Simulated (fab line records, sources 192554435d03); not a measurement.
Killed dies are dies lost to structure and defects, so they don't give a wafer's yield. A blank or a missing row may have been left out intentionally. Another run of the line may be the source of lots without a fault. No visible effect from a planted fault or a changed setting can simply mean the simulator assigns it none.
Which tool was responsible? | flow n5 finfet | at 1 step of a route of 1938, 11 lots with 33 wafers sampled

## WHAT EACH GAUGE READ, for each wafer
N5_BEOL_M10_THK_MEAS_53: measures by xrf.
lot  | measured     | on            | M10_THK (nm)
L813 | day 10 06:33 | film metro-01 | 133.1 132.1 135.7
L814 | day 10 11:22 | film metro-01 | 136.2 138.1 137.8
L817 | day 11 13:20 | film metro-01 | 138.6 138.2 139.0
L822 | day 12 01:31 | film metro-02 | 139.0 141.2 138.1
L821 | day 12 01:58 | film metro-02 | 137.1 138.0 134.4
L825 | day 13 02:03 | film metro-02 | 138.2 135.7 139.2
L826 | day 13 09:26 | film metro-02 | 135.5 135.8 135.3
L827 | day 13 20:04 | film metro-02 | 140.4 136.3 138.0
L831 | day 14 19:20 | film metro-02 | 138.5 137.5 138.1
L833 | day 15 05:11 | film metro-02 | 138.4 135.8 138.5
L835 | day 15 18:25 | film metro-02 | 138.8 141.5 138.3

## WHAT TOOL EACH LOT RAN ON (gives the tool, then ch and the chambers of the sampled wafers, and finally the start)
The record shows no process step preceding these readings.

## THE ANSWER, worked out from the rows above alone
Rule: the lots themselves supply what counts as usual. Put in order of their means at a reading, lots are off if they are a third of the lots or fewer, leave a main group of 4 or more, and stand apart from it by a gap of 3 or more times the standard deviation of the main group's means; of several such gaps the widest counts. If all means in a main group match to the digits the tables above print for the reading, that group is not used. A lot without any number at a reading at which 4 lots or more have one is off too. Any other lot the step has rows for is counted as sound.
No lot is off on any of the readings shown, so nothing can be concluded from this.

## WHAT THE SIMULATOR HAD INSERTED
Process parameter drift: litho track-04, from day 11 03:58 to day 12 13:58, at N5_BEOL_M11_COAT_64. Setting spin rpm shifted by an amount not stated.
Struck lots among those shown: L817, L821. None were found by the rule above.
